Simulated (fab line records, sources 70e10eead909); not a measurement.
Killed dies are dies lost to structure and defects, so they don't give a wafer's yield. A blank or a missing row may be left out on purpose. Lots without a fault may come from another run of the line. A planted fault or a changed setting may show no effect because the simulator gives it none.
Which tool did it? | flow nand_harc | 12 lots, 36 wafers sampled, at 5 steps of a route of 1302

WHAT THE GAUGES READ, wafer by wafer
NHARC_END_SORT_01. Usual: killed_at_array 56, standard deviation 21; killed_at_other 0.8, standard deviation 1; killed_at_periphery 3.6, standard deviation 2.8; killed_dies 60, standard deviation 20; killed_open 3.2, standard deviation 1.9; killed_short 2.4, standard deviation 1.6.
lot  | measured     | on        | killed_at_array | killed_at_other | killed_at_periphery | killed_dies | killed_open | killed_short | flag
L888 | day 32 20:32 | prober-01 | 35 46 119       | 0 0 0           | 0 1 2               | 35 47 121   | 2 4 2       | 2 1 1        |
L890 | day 34 00:28 | prober-02 | 52 145 52       | 1 1 0           | 5 0 3               | 58 146 55   | 4 1 3       | 0 3 3        |

WHICH TOOL RAN EACH LOT (tool, then ch and the chambers of the sampled wafers, then the start)
lot  | NHARC_A_STAIRCASE_HM_OPEN_463      | NHARC_THIN_TSV_STRIP_45              | NHARC_THIN_TSV_DEGAS_49      | NHARC_THIN_TSV_DESCUM_35
L870 | rie_diel-01 ch 2,3, day 17 16:01   | plasma_asher-01 ch 0, day 24 19:32   | pvd_sputter-02, day 24 21:17 | rie_diel-06 ch 0,2, day 25 00:36
L871 | rie_diel-04 ch 1,2,3, day 17 19:48 | plasma_asher-01 ch 0,1, day 24 14:11 | pvd_sputter-02, day 24 15:56 | rie_diel-07 ch 0,1,3, day 24 19:13
L873 | rie_diel-04 ch 0,2, day 19 07:25   | plasma_asher-02 ch 0,1, day 25 23:07 | pvd_sputter-02, day 26 00:52 | rie_diel-07 ch 1,3, day 26 04:11
L874 | rie_diel-04 ch 1,2,3, day 19 16:34 | plasma_asher-02 ch 0,1, day 26 18:59 | pvd_sputter-02, day 26 20:44 | rie_diel-06 ch 0,2,3, day 26 23:55
L877 | rie_diel-09 ch 0,1,2, day 20 01:29 | plasma_asher-01 ch 0,1, day 27 02:53 | pvd_sputter-01, day 27 04:38 | rie_diel-07 ch 1,3, day 27 08:07
L876 | rie_diel-09 ch 0,3, day 20 06:09   | plasma_asher-01 ch 0,1, day 27 01:47 | pvd_sputter-03, day 27 03:26 | rie_diel-06 ch 1,2,3, day 27 06:42
L878 | rie_diel-01 ch 2,3, day 21 09:36   | plasma_asher-02 ch 0, day 28 08:24   | pvd_sputter-01, day 28 10:05 | rie_diel-13 ch 1,3, day 28 14:34
L880 | rie_diel-04 ch 2,3, day 21 16:01   | plasma_asher-02 ch 0,1, day 28 05:55 | pvd_sputter-02, day 28 07:38 | rie_diel-07 ch 1,2, day 28 13:58
L882 | rie_diel-09 ch 0,1,2, day 23 00:06 | plasma_asher-01 ch 0,1, day 29 10:59 | pvd_sputter-03, day 29 12:40 | rie_diel-07 ch 1,3, day 29 15:51
L887 | rie_diel-09 ch 0,1, day 24 22:00   | plasma_asher-01 ch 0,1, day 31 07:45 | pvd_sputter-02, day 31 09:34 | rie_diel-13 ch 0,1,3, day 31 12:45
L888 | rie_diel-09 ch 0,1,2, day 25 15:17 | plasma_asher-02 ch 0,1, day 32 04:22 | pvd_sputter-01, day 32 05:59 | rie_diel-13 ch 0,3, day 32 09:16
L890 | rie_diel-09 ch 1,2,3, day 26 18:23 | plasma_asher-02 ch 0,1, day 33 10:26 | pvd_sputter-01, day 33 12:14 | rie_diel-13 ch 1,3, day 33 15:25
- NHARC_A_STAIRCASE_HM_OPEN_463: chemistry O2/COS.
- NHARC_THIN_TSV_STRIP_45: strips in O2.
- NHARC_THIN_TSV_DEGAS_49: time 120 s.
- NHARC_THIN_TSV_DESCUM_35: chemistry O2, time 3 s.

WHAT THE TOOLS THEMSELVES READ (means of the sampled wafers that have a number; where no wafer has one, the mark that the record gives instead)
NHARC_A_STAIRCASE_HM_OPEN_463. Usual: drypump_motor_current_A 5.8 A, standard deviation 0.51; mfc_ar_sccm 0.007 sccm, standard deviation 0.011; oes_product_au 1.001 a.u., standard deviation 0.0091; rf_vpp_V 467.7 V, standard deviation 2.6; showerhead_plenum_p_Torr 3.15 Torr, standard deviation 0.12; throttle_valve_pct 28.329 %, standard deviation 0.0089.
lot  | tool        | drypump_motor_current_A (A) | mfc_ar_sccm (sccm) | oes_product_au (a.u.) | rf_vpp_V (V) | showerhead_plenum_p_Torr (Torr) | throttle_valve_pct (%) | flag
L870 | rie_diel-01 | 6.2                         | 0.012              | 1.003                 | 465.4        | 3.05                            | 28.326                 |
L871 | rie_diel-04 | 5.8                         | 0.005              | 0.993                 | 468.2        | 3.18                            | 28.330                 |
L873 | rie_diel-04 | 5.3                         | 0.000              | 0.998                 | 467.8        | 3.17                            | 28.322                 |
L874 | rie_diel-04 | 5.8                         | 0.005              | 0.997                 | 469.1        | 3.17                            | 28.322                 |
L877 | rie_diel-09 | 6.2                         | 0.009              | 0.998                 | 466.0        | 3.07                            | 28.331                 |
L876 | rie_diel-09 | 5.9                         | 0.003              | 1.003                 | 467.1        | 3.14                            | 28.331                 |
L878 | rie_diel-01 | 6.1                         | 0.012              | 1.003                 | 464.8        | 3.03                            | 28.335                 |
L880 | rie_diel-04 | 6.0                         | 0.004              | 1.000                 | 466.8        | 3.12                            | 28.336                 |
L882 | rie_diel-09 | 6.2                         | 0.009              | 1.009                 | 466.0        | 3.07                            | 28.330                 |
L887 | rie_diel-09 | 6.5                         | 0.006              | 1.001                 | 466.7        | 3.08                            | 28.333                 |
L888 | rie_diel-09 | 6.2                         | 0.009              | 1.013                 | 465.5        | 3.05                            | 28.332                 |
L890 | rie_diel-09 | 6.0                         | 0.011              | 1.001                 | 468.6        | 3.16                            | 28.327                 |

NHARC_THIN_TSV_STRIP_45. Usual: drypump_motor_current_A 5.6 A, standard deviation 0.34; heater_power_w 334 W, standard deviation 14.
lot  | tool            | drypump_motor_current_A (A) | heater_power_w (W) | flag
L870 | plasma_asher-01 | 5.8                         | 310                |
L871 | plasma_asher-01 | 5.4                         | 340                |
L873 | plasma_asher-02 | 5.6                         | 340                |
L874 | plasma_asher-02 | 5.9                         | 345                |
L877 | plasma_asher-01 | 5.4                         | 336                |
L876 | plasma_asher-01 | 5.4                         | 337                |
L878 | plasma_asher-02 | 5.4                         | 338                |
L880 | plasma_asher-02 | 5.9                         | 338                |
L882 | plasma_asher-01 | 5.6                         | 330                |
L887 | plasma_asher-01 | 5.6                         | 337                |
L888 | plasma_asher-02 | 5.9                         | 341                |
L890 | plasma_asher-02 | 5.6                         | 330                |

NHARC_THIN_TSV_DEGAS_49. Usual: heater_power_w 452 W, standard deviation 49.
lot  | tool           | heater_power_w (W) | flag
L870 | pvd_sputter-02 | 447                |
L871 | pvd_sputter-02 | 465                |
L873 | pvd_sputter-02 | 428                |
L874 | pvd_sputter-02 | 455                |
L877 | pvd_sputter-01 | 457                |
L876 | pvd_sputter-03 | 419                |
L878 | pvd_sputter-01 | 418                |
L880 | pvd_sputter-02 | 463                |
L882 | pvd_sputter-03 | 445                |
L887 | pvd_sputter-02 | 467                |
L888 | pvd_sputter-01 | 484                |
L890 | pvd_sputter-01 | 441                |

NHARC_THIN_TSV_DESCUM_35. Usual: drypump_motor_current_A 5.7 A, standard deviation 0.59; mfc_ar_sccm 0.008 sccm, standard deviation 0.012; oes_product_au 0.999 a.u., standard deviation 0.011; rf_vpp_V 57.7 V, standard deviation 0.86; showerhead_plenum_p_Torr 1.89 Torr, standard deviation 0.077; throttle_valve_pct 11.311 %, standard deviation 0.011.
lot  | tool        | drypump_motor_current_A (A) | mfc_ar_sccm (sccm) | oes_product_au (a.u.) | rf_vpp_V (V) | showerhead_plenum_p_Torr (Torr) | throttle_valve_pct (%) | flag
L870 | rie_diel-06 | 5.4                         | 0.033              | 1.005                 | 57.0         | 1.83                            | 11.307                 |
L871 | rie_diel-07 | 5.8                         | 0.000              | 0.991                 | 56.4         | 1.84                            | 11.309                 |
L873 | rie_diel-07 | 6.0                         | 0.001              | 0.995                 | 58.1         | 1.89                            | 11.303                 |
L874 | rie_diel-06 | 5.8                         | 0.020              | 1.000                 | 58.1         | 1.89                            | 11.318                 |
L877 | rie_diel-07 | 6.0                         | 0.000              | 1.003                 | 57.2         | 1.87                            | 11.309                 |
L876 | rie_diel-06 | 5.5                         | 0.018              | 0.993                 | 58.2         | 1.90                            | 11.311                 |
L878 | rie_diel-13 | 5.4                         | 0.000              | 0.990                 | 58.0         | 1.87                            | 11.306                 |
L880 | rie_diel-07 | 6.1                         | 0.000              | 1.011                 | 57.8         | 1.86                            | 11.319                 |
L882 | rie_diel-07 | 6.0                         | 0.001              | 1.000                 | 58.7         | 1.89                            | 11.311                 |
L887 | rie_diel-13 | 5.5                         | 0.000              | 0.992                 | 57.8         | 1.94                            | 11.308                 |
L888 | rie_diel-13 | 6.1                         | 0.000              | 0.993                 | 57.8         | 1.99                            | 11.311                 |
L890 | rie_diel-13 | 6.0                         | 0.000              | 0.995                 | 58.0         | 1.92                            | 11.324                 |

THE ANSWER, worked out from the rows above alone
Rule: a lot is off if the mean of its wafers that have a number lies more than 3 standard deviations from the usual mean. A lot without any number at a reading at which 4 lots or more have one is off too. The other lots that the step has rows for count as sound. The gauges are gone through in route order, then the tools' own readings, and for those a lot's mean is taken as printed above. The first step at which some lot is off is used, and at that step the reading that is off furthest; a lot without a number counts as furthest.
No lot is off at any reading shown: from this, nothing can be told.

WHAT THE SIMULATOR HAD PUT IN
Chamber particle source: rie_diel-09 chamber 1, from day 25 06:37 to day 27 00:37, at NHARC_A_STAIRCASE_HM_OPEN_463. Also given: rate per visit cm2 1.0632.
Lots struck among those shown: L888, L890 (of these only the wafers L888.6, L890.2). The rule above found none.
